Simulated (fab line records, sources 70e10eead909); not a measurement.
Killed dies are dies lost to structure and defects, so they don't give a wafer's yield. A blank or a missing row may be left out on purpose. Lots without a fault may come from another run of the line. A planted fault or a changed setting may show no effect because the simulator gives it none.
Which tool did it? | flow nand_harc | 12 lots, 36 wafers sampled, at 6 steps of a route of 1302

WHAT THE GAUGES READ, wafer by wafer
NHARC_P_ZERO_WELL_CD_MEAS_37: target cd 720 nm. Usual: cd_nm 720.1 nm, standard deviation 1.7.
lot  | measured    | on        | cd_nm (nm)        | flag
L902 | day 2 20:20 | cd_sem-01 | 717.9 719.7 718.8 |
L903 | day 3 06:20 | cd_sem-02 | 720.4 718.9 720.6 |
L905 | day 4 02:16 | cd_sem-01 | 718.8 718.7 719.4 |
L906 | day 4 12:26 | cd_sem-03 | 721.9 719.3 721.3 |
L907 | day 5 02:22 | cd_sem-01 | 721.7 719.7 718.5 |
L909 | day 5 18:14 | cd_sem-03 | 721.2 721.5 721.1 |
L910 | day 6 06:07 | cd_sem-02 | 718.9 719.1 719.8 |
L911 | day 6 14:19 | cd_sem-01 | 721.6 721.8 722.0 |
L912 | day 7 00:07 | cd_sem-03 | 722.7 720.6 719.6 |
L913 | day 7 10:10 | cd_sem-02 | 722.3 720.7 721.0 |
L916 | day 8 16:07 | cd_sem-02 | 765.1 762.0 763.6 | OFF
L918 | day 9 12:04 | cd_sem-02 | 720.2 719.1 721.0 |

NHARC_P_ZERO_WELL_INSPECT_43. Usual: raw_defect_count 13, standard deviation 5.6.
lot  | measured    | on                | raw_defect_count | flag
L902 | day 2 23:49 | defect_inspect-02 | 14 9 18          |
L903 | day 3 09:40 | defect_inspect-01 | 20 10 8          |
L905 | day 4 05:51 | defect_inspect-02 | 36 10 14         |
L906 | day 4 15:57 | defect_inspect-01 | 12 14 8          |
L907 | day 5 06:10 | defect_inspect-02 | 7 7 7            |
L909 | day 5 21:34 | defect_inspect-01 | 9 12 12          |
L910 | day 6 09:28 | defect_inspect-01 | 21 10 16         |
L911 | day 6 17:56 | defect_inspect-02 | 7 9 12           |
L912 | day 7 03:35 | defect_inspect-01 | 15 7 11          |
L913 | day 7 13:35 | defect_inspect-01 | 12 5 9           |
L916 | day 8 19:26 | defect_inspect-02 | 20 24 19         |
L918 | day 9 15:34 | defect_inspect-01 | 13 20 11         |

NHARC_END_SORT_01. Usual: killed_at_array 61, standard deviation 20; killed_at_other 0.9, standard deviation 1.1; killed_at_periphery 3.7, standard deviation 2.5; killed_dies 65, standard deviation 21; killed_open 3.3, standard deviation 1.8; killed_short 2.3, standard deviation 1.5.
lot  | measured     | on        | killed_at_array | killed_at_other | killed_at_periphery | killed_dies | killed_open | killed_short | flag
L918 | day 32 04:19 | prober-02 | 74 71 76        | 0 0 0           | 4 4 0               | 78 75 76    | 6 1 2       | 5 4 1        |

WHICH TOOL RAN EACH LOT (tool, then ch and the chambers of the sampled wafers, then the start)
lot  | NHARC_P_ZERO_WELL_EXPOSE_34      | NHARC_P_STI_ETCH_42                | NHARC_P_STI_ETCH_31
L902 | krf_scanner-03 ch 0, day 2 20:10 | rie_diel-10 ch 1,2,3, day 3 16:52  | rie_diel-10 ch 0,1,2, no start
L903 | krf_scanner-02 ch 0, day 3 06:11 | rie_diel-10 ch 0,1,3, day 4 03:45  | rie_diel-10 ch 2,3, no start
L905 | krf_scanner-03 ch 0, day 4 02:06 | rie_diel-09 ch 0,1,2, day 4 21:12  | rie_diel-09 ch 0,3, no start
L906 | krf_scanner-02 ch 0, day 4 12:17 | rie_diel-09 ch 1,2,3, day 5 07:55  | rie_diel-09 ch 0,1,3, no start
L907 | krf_scanner-03 ch 0, day 5 02:13 | rie_diel-13 ch 0,2,3, day 5 21:10  | rie_diel-13 ch 1,2,3, no start
L909 | krf_scanner-02 ch 0, day 5 18:05 | rie_diel-13 ch 0,1,2, day 6 13:34  | rie_diel-13 ch 0,2,3, no start
L910 | krf_scanner-02 ch 0, day 6 05:56 | rie_diel-13 ch 0,1,3, day 7 02:09  | rie_diel-13 ch 0,2, no start
L911 | krf_scanner-03 ch 0, day 6 14:09 | rie_diel-09 ch 0,1,2, day 7 13:38  | rie_diel-09 ch 0,1,2, no start
L912 | krf_scanner-02 ch 0, day 6 23:58 | rie_diel-10 ch 0,3, day 7 23:16    | rie_diel-10 ch 1,2, no start
L913 | krf_scanner-03 ch 0, day 7 10:00 | rie_diel-10 ch 1,2,3, day 8 07:32  | rie_diel-10 ch 0,1, no start
L916 | krf_scanner-02 ch 0, day 8 15:57 | rie_diel-09 ch 0,1, day 9 11:16    | rie_diel-09 ch 0,1,2, no start
L918 | krf_scanner-02 ch 0, day 9 11:55 | rie_diel-13 ch 0,1,3, day 10 07:21 | rie_diel-13 ch 0,1,3, day 32 04:19 or earlier
- NHARC_P_ZERO_WELL_EXPOSE_34: exposes mask P PWELL, target cd 720 nm.
- NHARC_P_STI_ETCH_42: etches the open film in N2/H2, target depth 80 nm, overetch 24 nm, time 61 s.
- NHARC_P_STI_ETCH_31: etches the open film in CF4/CHF3, target depth 108.9 nm, time 54.5 s.

WHAT THE TOOLS THEMSELVES READ (means of the sampled wafers that have a number; where no wafer has one, the mark that the record gives instead)
NHARC_P_STI_ETCH_42. Usual: drypump_motor_current_A 6.1 A, standard deviation 0.48; h2_flow_sccm 150.0 sccm, standard deviation 0.48; oes_product_au 0.998 a.u., standard deviation 0.0082; rf_vpp_V 431.6 V, standard deviation 2.3; showerhead_plenum_p_Torr 2.08 Torr, standard deviation 0.084; throttle_valve_pct 14.172 %, standard deviation 0.0093.
lot  | tool        | drypump_motor_current_A (A) | h2_flow_sccm (sccm) | oes_product_au (a.u.) | rf_vpp_V (V) | showerhead_plenum_p_Torr (Torr) | throttle_valve_pct (%) | flag
L902 | rie_diel-10 | 6.2                         | 150.1               | 0.991                 | 431.6        | 2.06                            | 14.168                 |
L903 | rie_diel-10 | 6.0                         | 150.0               | 1.003                 | 433.4        | 2.14                            | 14.167                 |
L905 | rie_diel-09 | 6.4                         | 149.6               | 0.993                 | 429.1        | 2.03                            | 14.168                 |
L906 | rie_diel-09 | 6.1                         | 149.8               | 0.999                 | 430.9        | 2.04                            | 14.174                 |
L907 | rie_diel-13 | 6.3                         | 150.0               | 0.996                 | 430.3        | 2.05                            | 14.164                 |
L909 | rie_diel-13 | 5.8                         | 149.7               | 0.989                 | 430.8        | 2.07                            | 14.170                 |
L910 | rie_diel-13 | 5.7                         | 149.5               | 0.993                 | 431.8        | 2.08                            | 14.173                 |
L911 | rie_diel-09 | 6.4                         | 149.8               | 0.995                 | 430.2        | 2.03                            | 14.173                 |
L912 | rie_diel-10 | 6.1                         | 150.3               | 0.996                 | 433.7        | 2.17                            | 14.173                 |
L913 | rie_diel-10 | 6.1                         | 150.0               | 0.999                 | 431.0        | 2.06                            | 14.175                 |
L916 | rie_diel-09 | 6.3                         | 149.3               | 0.991                 | 430.0        | 2.02                            | 14.168                 |
L918 | rie_diel-13 | 5.7                         | 149.7               | 1.004                 | 431.5        | 2.08                            | 14.172                 |

NHARC_P_STI_ETCH_31. Usual: drypump_motor_current_A 6.0 A, standard deviation 0.53; oes_product_au 0.959 a.u., standard deviation 0.018; rf_vpp_V 371.4 V, standard deviation 2; showerhead_plenum_p_Torr 1.60 Torr, standard deviation 0.06; throttle_valve_pct 16.802 %, standard deviation 0.0099.
lot  | tool        | drypump_motor_current_A (A) | oes_product_au (a.u.) | rf_vpp_V (V) | showerhead_plenum_p_Torr (Torr) | throttle_valve_pct (%) | flag
L902 | rie_diel-10 | 6.1                         | 0.972                 | 370.7        | 1.58                            | 16.799                 |
L903 | rie_diel-10 | 6.3                         | 0.973                 | 370.4        | 1.56                            | 16.794                 |
L905 | rie_diel-09 | 6.1                         | 0.980                 | 373.3        | 1.66                            | 16.806                 |
L906 | rie_diel-09 | 6.0                         | 0.971                 | 372.4        | 1.62                            | 16.788                 |
L907 | rie_diel-13 | 5.8                         | 0.961                 | 371.8        | 1.60                            | 16.814                 |
L909 | rie_diel-13 | 6.3                         | 0.970                 | 370.6        | 1.58                            | 16.811                 |
L910 | rie_diel-13 | 6.3                         | 0.957                 | 370.2        | 1.57                            | 16.802                 |
L911 | rie_diel-09 | 6.4                         | 0.958                 | 370.7        | 1.57                            | 16.815                 |
L912 | rie_diel-10 | 6.1                         | 0.965                 | 368.5        | 1.52                            | 16.804                 |
L913 | rie_diel-10 | 6.0                         | 0.943                 | 372.2        | 1.61                            | 16.795                 |
L916 | rie_diel-09 | 6.4                         | 0.923                 | 369.4        | 1.57                            | 16.798                 |
L918 | rie_diel-13 | 5.7                         | 0.930                 | 371.5        | 1.60                            | 16.802                 |

THE ANSWER, worked out from the rows above alone
Rule: a lot is off if the mean of its wafers that have a number lies more than 3 standard deviations from the usual mean. A lot without any number at a reading at which 4 lots or more have one is off too. The other lots that the step has rows for count as sound. The gauges are gone through in route order, then the tools' own readings, and for those a lot's mean is taken as printed above. The first step at which some lot is off is used, and at that step the reading that is off furthest; a lot without a number counts as furthest.
Off: L916, at NHARC_P_ZERO_WELL_CD_MEAS_37 (cd_nm).
A tool fits if, at a process step before that reading, it ran every lot that is off, and no sound lot after the first of them. The gauges at NHARC_P_ZERO_WELL_CD_MEAS_37 are tried like those tools. None of those tried fits.

WHAT THE SIMULATOR HAD PUT IN
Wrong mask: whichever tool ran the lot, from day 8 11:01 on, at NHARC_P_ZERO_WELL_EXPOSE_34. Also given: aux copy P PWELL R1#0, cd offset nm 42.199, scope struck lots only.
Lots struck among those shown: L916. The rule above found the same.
